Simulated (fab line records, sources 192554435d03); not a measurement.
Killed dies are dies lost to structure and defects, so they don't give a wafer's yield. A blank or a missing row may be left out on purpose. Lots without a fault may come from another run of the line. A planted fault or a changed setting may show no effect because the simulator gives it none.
fab line records | flow n5_finfet
record lots=4 wafers=12 last_day=16
route steps=1938 shown BEOL_M4@1099 BEOL_M5@1112 BEOL_M8@1335 PASSIVATION@1936
lots that met no fault: from a run of the same line without faults
start_h: hours from the record's first day to the start of the lot's first wafer shown | wait_h: hours since the lot's step before | " the same as in the row above | L1.1+2: a row that stands for several wafers | - no value, or no start given | * or withheld: withheld | < > ~ a bound
route shown NAME@n: a module of which the file shows steps, and the number in the route of the first | usual: mean/standard deviation of fault-free wafers | same: alike in all rows | chamber/n: place in a boat | sites: the reading at each site | _std_site: their standard deviation | _edge_site: outer sites' mean less inner sites' | radius_mm: how far each site lies from the wafer's centre | mask NAME#n: copy n | behind: the tool/chamber that last shaped the wafer | hold: why the lot was held/for how many hours/how that ended | device: the transistor (n, p or np) that didn't switch | end of line: the same wafers' tests at the end of the route | a step without rows: its recipe alone | killed: dies lost to structure and defects at the first sort, not the wafer's yield | map: a wafer's dies, x killed, . not, _ none there
set.NAME: the setting as run; set.NAME@STEP: as run at that earlier step | model.NAME: the simulator's own value behind a step, which no gauge read
lots at some steps of the route; a table a step, a row a wafer
services: from which hour (start_h, from the record's first day; less than 0 if before it) a tool's chamber was out of use, for how many hours, and why
## steps
# step N5_BEOL_M4_ANNEAL_95
# recipe temp_c=400 time_s=240 ambient=vacuum
# step N5_BEOL_M4_SPUTTER_96
# recipe material=Cu target_thk_a=45 temp_c=-20 chamber_pressure_pa=0.07 power_w=withheld time_s=8.29
# step N5_BEOL_M4_ECD_50
# recipe material=Cu target_thk_a=3000
# step N5_BEOL_M4_ANNEAL_51
# recipe temp_c=225 time_s=90 ambient=N2
# step N5_BEOL_M4_CMP_52
# recipe stop_on=SiOC t_overpolish_s=6.8 down_force_psi=1 platen_rpm=50 clearing_platen_down_force_psi=1.5 clearing_platen_rpm=50 post_cmp_clean=cu_alkaline target_thk_nm=40 clearing_platen_pad_velocity_m_s=0.99484 pad_velocity_m_s=0.99484
# step N5_BEOL_M4_PRE_CLEAN_60
# recipe gas=NH3/H2 time_s=15 temp_c=* rf_power_w=300
# step N5_BEOL_M4_CO_CAP_55
# recipe material=Co target_thk_a=20 temp_c=200 precursor=CCTBA/H2 pressure_torr=30 time_s=102.1
# step N5_BEOL_M4_PRE_CLEAN_56
# recipe gas=NH3 time_s=15 temp_c=withheld rf_power_w=300
# step N5_BEOL_M4_DEP_57
# recipe material=SiCN target_thk_a=80 temp_c=withheld precursor=3MS/NH3 pressure_torr=3 rf_w=202 time_s=14
# step N5_BEOL_M4_RC_MEAS_101
# usual DIBL_N=35.8/1.8 DIBL_P=35.9/2.2 IOFF_N=0.16/0.035 IOFF_P=0.21/0.04 ION_N=672/11 ION_P=461/7.4 SS_N=71.4/0.64 SS_P=73.2/0.67 VT_N=250/3.5 VT_P=-251/3.4
# columns lot.wafer tool chamber start_h wait_h DIBL_N[mV/V] DIBL_P[mV/V] IOFF_N[nA/um] IOFF_P[nA/um] ION_N[uA/um] ION_P[uA/um] SS_N[mV/dec] SS_P[mV/dec] VT_N[mV] VT_P[mV]
L989.1 prober-01 0 183.10 0.0 34.2 35.4 0.17 0.23 678 466 71.7 73.4 246 -246
L989.2 " 0 " " 36.1 37.3 0.19 0.24 678 467 72.5 73.3 247 -248
L989.6 " 0 " " 35.5 36.5 0.19 0.24 685 472 71.4 72.6 246 -247
L105.1 prober-01 0 273.36 0.0 35.3 34.5 0.14 0.15 674 447 70.9 72.8 252 -259
L105.4 " 0 " " 35.0 34.2 0.13 0.15 663 447 70.7 72.6 256 -260
L105.5 " 0 " " 33.5 32.8 0.11 0.13 656 444 70.4 73.1 256 -258
L103.1 prober-02 0 277.06 0.0 36.2 35.9 0.17 0.25 686 473 71.5 72.7 247 -246
L103.2 " 0 " " 38.5 39.0 0.22 0.31 691 479 71.3 74.1 244 -243
L103.4 " 0 " " 36.6 37.0 0.18 0.28 687 475 71.2 73.1 246 -245
L107.3 prober-01 0 285.21 0.3 39.3 38.7 0.25 0.29 697 464 72.4 73.8 243 -244
L107.5 " 0 " " 35.6 35.2 0.15 0.20 659 456 71.4 72.9 252 -248
L107.6 " 0 " " 35.6 35.3 0.15 0.21 674 461 71.3 73.5 248 -249
# step N5_BEOL_M5_ILD_DEP_00
# recipe material=SiCOH_lowk target_thk_a=1406.4 temp_c=300 precursor=DEMS/porogen pressure_torr=5 rf_w=500 time_s=25.9
# step N5_BEOL_M5_CURE_79
# recipe temp_c=385 time_s=240 ambient=He/Ar material=SiCOH_lowk
# step N5_BEOL_M5_PECVD_70
# recipe material=SiO2 target_thk_a=160 temp_c=400 precursor=TEOS/O2 pressure_torr=5.5 rf_w=450 teos_flow_sccm=53.8 gas=O2 flow_sccm=3000 time_s=18
# step N5_BEOL_M5_HM_DEP_02
# recipe material=TiN target_thk_a=200 temp_c=25 chamber_pressure_pa=0.49996
# step N5_BEOL_M5_COAT_59
# recipe resist=SOC temp_c=250 time_s=60 spin_rpm=1500 resist_thk_nm=60
# step N5_BEOL_M5_COAT_60
# recipe resist=SiARC temp_c=220 time_s=60 spin_rpm=1500 resist_thk_nm=12
# step N5_BEOL_M5_COAT_71
# recipe resist=underlayer temp_c=205 time_s=60 spin_rpm=1500 resist_thk_nm=5
# step N5_BEOL_M5_COAT_05
# recipe resist=CAR-EUV spin_rpm=1500 resist_thk_nm=30
# step N5_BEOL_M5_EBR_07
# recipe solvent=PGMEA ebr_width_mm=1.5
# step N5_BEOL_M5_SOFTBAKE_06
# recipe temp_c=110 time_s=60 resist=CAR-EUV
# step N5_BEOL_M5_EXPOSE_08
# recipe mask_id=M5 na=0.33 source_shape=annular sigma_inner=0.4 sigma_outer=0.8 polarization=unpolarized target_cd_nm=28 dose_mj=35.75
# step N5_BEOL_M5_PEB_09
# recipe peb_temp_c=100 peb_time_s=60 resist=CAR-EUV
# step N5_BEOL_M5_DEVELOP_10
# recipe develop_time_s=30 developer=TMAH resist=CAR-EUV rinse_liquid=surfactant_rinse dry=air_spin dev_temp_c=23
# step N5_BEOL_M5_DESCUM_16
# recipe chemistry=O2 time_s=7 source_power_w=50 bias_power_w=20 pressure_mtorr=20 rf_frequency_hz=2.712e+07 temp_c=40 resist=CAR-EUV o2_flow_sccm=225
# step N5_BEOL_M5_ETCH_72
# recipe chemistry=N2/H2 target=underlayer target_depth_a=65 mask_material=CAR-EUV time_s=5.2 ion_energy_ev=200 pressure_mtorr=30 source_w=840 bias_w=150 n2_flow_sccm=200 h2_flow_sccm=200 ends=cleared
# step N5_BEOL_M5_ETCH_61
# recipe chemistry=CF4 target=SiARC target_depth_a=156 mask_material=CAR-EUV time_s=26 ion_energy_ev=80 pressure_mtorr=40 source_w=545 bias_w=36 Ar_flow_sccm=100 cf4_flow_sccm=100 ends=cleared
# step N5_BEOL_M5_ETCH_62
# recipe chemistry=N2/H2 target=SOC target_depth_a=750 overetch_a=150 mask_material=SiARC temp_c=40 time_s=112.5 ion_energy_ev=200 pressure_mtorr=30 source_w=840 bias_w=150 n2_flow_sccm=200 h2_flow_sccm=200
# step N5_BEOL_M5_STRIP_63
# recipe chemistry=N2/H2 temp_c=40 n2_flow_sccm=200 h2_flow_sccm=200 rf_frequency_hz=6e+07
# step N5_BEOL_M5_STRIP_73
# recipe chemistry=N2/H2 temp_c=40 n2_flow_sccm=200 h2_flow_sccm=200 rf_frequency_hz=6e+07
# step N5_BEOL_M5_STRIP_64
# recipe chemistry=CF4 resist=SiARC power_w=300 bias_power_w=75 pressure_mtorr=50 cf4_flow_sccm=150 rf_frequency_hz=6e+07
# step N5_BEOL_M5_HM_OPEN_17
# recipe chemistry=Cl2/BCl3 target_depth_a=200 overetch_a=60 target=TiN mask_material=SOC ion_energy_ev=150 pressure_mtorr=10 icp_w=1000 bias_w=126 Cl2_flow_sccm=53.25 bcl3_flow_sccm=21.75 Ar_flow_sccm=25
# step N5_BEOL_M5_STRIP_19
# recipe chemistry=O2 power_w=400 temp_c=40 pressure_mtorr=30 rf_frequency_hz=6e+07 bias_power_w=0 overash_fraction=0.2 o2_flow_sccm=225
# step N5_BEOL_M5_COAT_65
# recipe resist=SOC temp_c=250 time_s=60 spin_rpm=1500 resist_thk_nm=60
# step N5_BEOL_M5_COAT_66
# recipe resist=SiARC temp_c=220 time_s=60 spin_rpm=1500 resist_thk_nm=12
# step N5_BEOL_M8_PECVD_70
# recipe material=SiO2 target_thk_a=200 temp_c=400 precursor=TEOS/O2 pressure_torr=5.5 rf_w=450 teos_flow_sccm=53.8 gas=O2 flow_sccm=3000 time_s=22.7
# usual chamber_pressure_Torr=5.500/0.012 heater_power_outer_w=379/61 heater_power_w=664/90 showerhead_plenum_p_Torr=8.80/0.07 showerhead_vpp_V=1310/85 throttle_valve_pct=22.3/0.58 time_s=22.7/0
# columns lot.wafer tool chamber start_h wait_h chamber_pressure_Torr heater_power_outer_w heater_power_w showerhead_plenum_p_Torr showerhead_vpp_V since_wet_clean_h throttle_valve_pct time_s
L989.1 pecvd-03 1 217.23 0.0 5.511 490 769 8.83 1303 1465 22.8 22.7
L989.2 " 0 " " 5.515 370 615 8.90 1321 740 23.0 22.7
L989.6 " 1 " " 5.507 474 781 8.79 1304 - 23.0 22.7
L105.1 pecvd-03 0 300.99 0.0 - - - - - - - -
L105.4 " 0 " " - - - - - - - -
L105.5 " 2 " " - - - - - - - -
L103.1 pecvd-03 1 307.72 0.0 - - - - - - - -
L103.2 " 2 " " - - - - - - - -
L103.4 " 1 " " - - - - - - - -
L107.3 pecvd-04 2 317.37 0.0 5.491 393 705 8.76 1329 448 22.5 22.7
L107.5 " 0 " " 5.498 338 661 8.81 1141 - 21.8 22.7
L107.6 " 2 " " 5.495 383 684 8.74 1321 - 22.6 22.7
# step N5_PASSIVATION_PROBE_49
# usual defect_limited_yield=91.0/1.5 killed_at_M0_to_M3=34/9.1 killed_at_M4_up=14/5.7 killed_at_contacts=13/5.7 killed_at_front_end=42/12 killed_at_other=4/3.4 killed_dies=106/17 killed_on_rim=14/4.3 killed_open=70/13 killed_short=34/7.5 sort_bin_5_function=5.2/0.94 sort_bin_6_memory=3.4/0.69 sort_n_pass=1074/17 sort_yield_pct=91.0/1.5
# same gross_dies=1180 killed_at_back_side=0 sort_bin_4_leakage[%]=0 sort_bin_8_speed[%]=0
# columns lot.wafer tool chamber start_h wait_h defect_limited_yield[%] killed_at_M0_to_M3 killed_at_M4_up killed_at_contacts killed_at_front_end killed_at_other killed_dies killed_on_rim killed_open killed_short sort_bin_5_function[%] sort_bin_6_memory[%] sort_n_pass sort_yield_pct[%]
L989.1 prober-02 - 289.56 0.0 92.8 39 16 5 25 0 85 11 60 23 3.8 3.1 1095 92.8
L989.2 prober-02 - 289.61 0.1 91.9 37 21 9 26 3 96 8 68 25 4.4 3.5 1084 91.9
L989.6 prober-02 - 289.81 0.3 89.8 43 27 10 40 0 120 16 88 29 6.0 3.7 1060 89.8
L105.1 prober-01 - 368.38 0.0 63.3 29 320 18 63 3 433 62 72 44 32.4 4.0 747 63.3
L105.4 prober-01 - 368.53 0.2 61.9 43 339 16 49 2 449 72 78 44 33.7 3.5 731 61.9
L105.5 prober-01 - 368.58 0.2 65.5 27 330 9 36 5 407 9 54 33 31.4 2.6 773 65.5
L103.1 prober-02 - 368.60 0.0 62.9 33 319 25 57 4 438 115 91 47 32.6 4.2 742 62.9
L103.2 prober-02 - 368.65 0.1 60.9 35 362 16 48 0 461 19 70 43 35.3 3.6 719 60.9
L103.4 prober-02 - 368.75 0.2 62.5 48 322 21 50 1 442 113 93 45 31.9 4.7 738 62.5
L107.3 prober-01 - 391.80 0.1 86.5 44 31 5 73 6 159 29 105 49 7.3 5.5 1021 86.5
L107.5 prober-01 - 391.90 0.2 92.7 19 14 9 37 7 86 10 61 24 3.9 3.1 1094 92.7
L107.6 prober-01 - 391.95 0.3 89.7 17 18 4 78 4 121 10 78 36 5.3 4.2 1059 89.7
# killed by level:class
L989.1 BEOL_M1:geometric_particle:open=10 STI_FIN_REVEAL:geometric_particle:open=9 BEOL_M0_SAQP:geometric_particle:short=8 BEOL_M0_SAQP:geometric_particle:open=7 BEOL_M4:geometric_particle:open=7 FIN_SAQP:geometric_particle:open=6 BEOL_M2:geometric_particle:open=6 FIN_SAQP:geometric_particle:short=3
L989.2 BEOL_M4:geometric_particle:open=14 STI_FIN_REVEAL:geometric_particle:open=9 BEOL_M0_SAQP:geometric_particle:open=9 BEOL_M1:geometric_particle:open=9 MOL_CONTACT_COAG:geometric_particle:open=8 BEOL_M0_SAQP:geometric_particle:short=6 BEOL_M2:geometric_particle:open=4 STARTING-WAFER:geometric_particle:open=4
L989.6 BEOL_M4:geometric_particle:open=22 STI_FIN_REVEAL:geometric_particle:open=18 BEOL_M1:geometric_particle:open=10 BEOL_M0_SAQP:geometric_particle:short=8 BEOL_M0_SAQP:geometric_particle:open=8 BEOL_M2:geometric_particle:open=7 MOL_CONTACT_COAG:geometric_particle:open=7 FIN_SAQP:geometric_particle:open=4
L105.1 BEOL_M8:area_pecvd=315 STI_FIN_REVEAL:geometric_particle:open=14 MOL_CONTACT_COAG:geometric_particle:open=12 FIN_SAQP:geometric_particle:short=7 BEOL_M0_SAQP:geometric_particle:short=7 GATE_CUT:geometric_particle:short=6 MOL_CONTACT_COAG:geometric_particle:short=6 BEOL_M0_SAQP:geometric_particle:open=5
L105.4 BEOL_M8:area_pecvd=322 MOL_CONTACT_COAG:geometric_particle:open=13 BEOL_M3:geometric_particle:open=11 BEOL_M0_SAQP:geometric_particle:open=10 FIN_SAQP:geometric_particle:short=9 STI_FIN_REVEAL:geometric_particle:open=7 GATE_CUT:geometric_particle:short=6 BEOL_M0_SAQP:geometric_particle:short=6
L105.5 BEOL_M8:area_pecvd=319 FIN_SAQP:geometric_particle:open=8 BEOL_M0_SAQP:geometric_particle:short=8 GATE_CUT:geometric_particle:short=7 MOL_CONTACT_COAG:geometric_particle:open=6 BEOL_M0_SAQP:geometric_particle:open=5 STI_FIN_REVEAL:geometric_particle:open=4 BEOL_M5:geometric_particle:open=4
L103.1 BEOL_M8:area_pecvd=298 MOL_CONTACT_COAG:geometric_particle:open=18 BEOL_M4:geometric_particle:open=12 FIN_SAQP:geometric_particle:open=11 FIN_SAQP:geometric_particle:short=11 BEOL_M2:geometric_particle:open=11 STI_FIN_REVEAL:geometric_particle:open=10 MOL_CONTACT_COAG:geometric_particle:short=7
L103.2 BEOL_M8:area_pecvd=348 FIN_SAQP:geometric_particle:open=18 FIN_SAQP:geometric_particle:short=15 MOL_CONTACT_COAG:geometric_particle:open=10 GATE_CUT:geometric_particle:short=7 BEOL_M0_SAQP:geometric_particle:short=7 BEOL_M0_SAQP:geometric_particle:open=7 BEOL_M2:geometric_particle:open=7
L103.4 BEOL_M8:area_pecvd=300 MOL_CONTACT_COAG:geometric_particle:open=18 BEOL_M2:geometric_particle:open=14 BEOL_M4:geometric_particle:open=12 FIN_SAQP:geometric_particle:open=11 BEOL_M0_SAQP:geometric_particle:open=11 BEOL_M0_SAQP:geometric_particle:short=11 FIN_SAQP:geometric_particle:short=9
L107.3 FIN_SAQP:geometric_particle:open=19 BEOL_M4:geometric_particle:open=16 FIN_SAQP:geometric_particle:short=14 DUMMY_GATE:geometric_particle:open=11 BEOL_M0_SAQP:geometric_particle:open=11 BEOL_M0:geometric_particle:open=9 BEOL_M0:geometric_particle:short=8 BEOL_M5:geometric_particle:open=7
L107.5 STI_FIN_REVEAL:geometric_particle:open=9 BEOL_M4:geometric_particle:open=9 FIN_SAQP:geometric_particle:open=8 MOL_CONTACT_COAG:geometric_particle:open=7 DUMMY_GATE:geometric_particle:open=6 DUMMY_GATE:geometric_particle:short=3 BEOL_M1:geometric_particle:open=3 BEOL_M2:geometric_particle:open=3
L107.6 FIN_SAQP:geometric_particle:open=24 FIN_SAQP:geometric_particle:short=12 DUMMY_GATE:geometric_particle:open=12 STI_FIN_REVEAL:geometric_particle:open=9 BEOL_M0_SAQP:geometric_particle:short=7 BEOL_M4:geometric_particle:open=6 BEOL_M5:geometric_particle:open=6 HKMG_FIN:area_etch=5
# map L103.2 (x killed, . not)
_________________xx.....x.x..________________
______________.................._____________
___________...................x.x..__________
__________....xxx..xx.xx......xx...._________
________...xxx.x..x.x....x............_______
_______x......xx...x..x.xx...xx........______
______...x...x..xx.x.xxxx....x..x...x..._____
_____.......x.x..xxx.xxx.xxx...xxx..xx...____
____........xx.xx.x.x.x.x.xx..xxxxxx......___
___.....x.....x.xxxxx.xxxxxxxxxxxx.x.......__
___..x......x.xx.xxx..xxxxxx.x.x..xxx.x....__
__.......xx.xx..xxx..xxxxxxxxxx.x...x....xx._
__...........xxxx.xxxx.xxxxx.xx.x.xxx......x_
_......x.x....xx.xxxxxxxxxxxxx.xxxx.xx.......
_..x......xxxxx...xxxxxxxxxxx.x..x..xx.......
_.....x...x.x.xxx.x..xxx.x.xxxx.x..xx...x.x.x
_.x.x......xxxxx..xxxx.xxxxx.x..x.xxx.xxx....
_..x.........xxx..xx.x..x.xxxxxxxx....x...x..
_........xxxx.xxxxxxxxxx.xxxx.xx.....x.......
_.......x.x..xxxx.xxxxx.xxx.xxxx...x..xx...x.
_x...x.xx..x.xxx..xx.xxxxxxxxxxx...xx.xx.....
__..x......xx.xxxxxxxxx.xxxxxxxxx...x......._
__.........x.xx.xx.x.xxxx.xxxxxxxx.........x_
___....x....x.x.x....xxx..xxx.xx...xx.x....__
___.......xxx..x..xx.xx...x.x..x....xx.....__
____x..x......x.xxx...xx....x.....x.....x.___
_____x...x.xxx.x......x..x.xx..x..xx.....____
______x..x.x..xxx.x.x...xx.x.x...x......_____
_______x......xxx..x.x.....xx..........______
________..x.x..x........x.x.x......x.._______
__________......x..........x.xx..x.._________
___________......x....x...x........__________
______________............x....._____________
_________________.....x......________________
# map L105.4 (x killed, . not)
_________________xxxxxxxxxxxx________________
______________xxxxx.xxxxxxxxxx.x_____________
___________xx.xx.xx.xxx..xxxxxxx.xx__________
__________xxxxxx.xxxxxxxxxx.xxx..xxx_________
________xxxx.xxxxxxxxx.xx.xxx.xxx.xxxx_______
_______xx.xxxxxxx...x.xxxxx..xxx..x..xx______
______xxxx..x.x..x.x..xxxxxx.xxxxxxxxxxx_____
_____xxxxxxxx.x.x.x...xx.xxxxxxxxxx..xxxx____
____.x......x..xxx.xxxxx..xxx.xxxxxx..x..x___
___x.x..x.xx.xx.xxxxx.....x.xxxx.x..x.x.x..__
___.x.........xxx.x..xxx.xx.....xxxxxx...xx__
__xx.....xx.x..xxxxxx.xxxx.x.x....xxxxx...x._
__...xx.xx..x...x..xxxx......x....xx.x..xxxx_
_x.xx.x.x.x..xx.xxxx..x.xxx.x..x.x..xx..xx...
_.x.........x.x...xxx..x..x...x...x.........x
_x.x.x....x...xx.x..xxx.x............xxx.....
_.xxxxx...xxx.....x...x..xx.xx......x.......x
_x..x..........x...x.x.....xxx...xx.x..x.x...
_....x....x......xx...xxx.x.xxx......x.xx..xx
_...xxxx..........x..xx...xxx.x.....x...x....
_.x.....x....x....xxx..x.x....x...x....xxx...
__..xx......x.......x.x...x....x....x......x_
__xx.......x....x.x..x..x......x...x..x....._
___.x.....x...xx......x....................__
___.x...x.x.........x..x...x......x....xx..__
____...x...................xx.x....x......___
_____.x.....x.xxx........................____
______....x.x.x.....xx....x..x.x.....x.._____
_______.x..............................______
________...x..........x.x............x_______
__________.....x...................._________
___________...x.....x..............__________
______________x....x............_____________
_________________x...........________________
## services
# columns tool chamber start_h hours kind
pecvd-03 2 207.63 5.5 scheduled_down
pecvd-04 1 220.31 5.5 scheduled_down
pecvd-03 - 261.81 1.5 repair
## key
first_sign step=N5_BEOL_M8_PECVD_70 reading=tool_record direction=missing
effect step=N5_PASSIVATION_PROBE_49 reading=killed_at_M4_up direction=up sigmas=56 usual=14 struck=332
more_kills_born_at N5_BEOL_M8_PECVD_70@pecvd-03=1900
met_at N5_BEOL_M8_PECVD_70
struck_wafers L103.1,L103.2,L103.4,L105.1,L105.4,L105.5
onset_between 217.23 300.99
fault kind=skipped_step_whole tool=pecvd-03 chamber=- onset_h=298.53 steps=N5_BEOL_M8_PECVD_70 scope=struck_lots_only
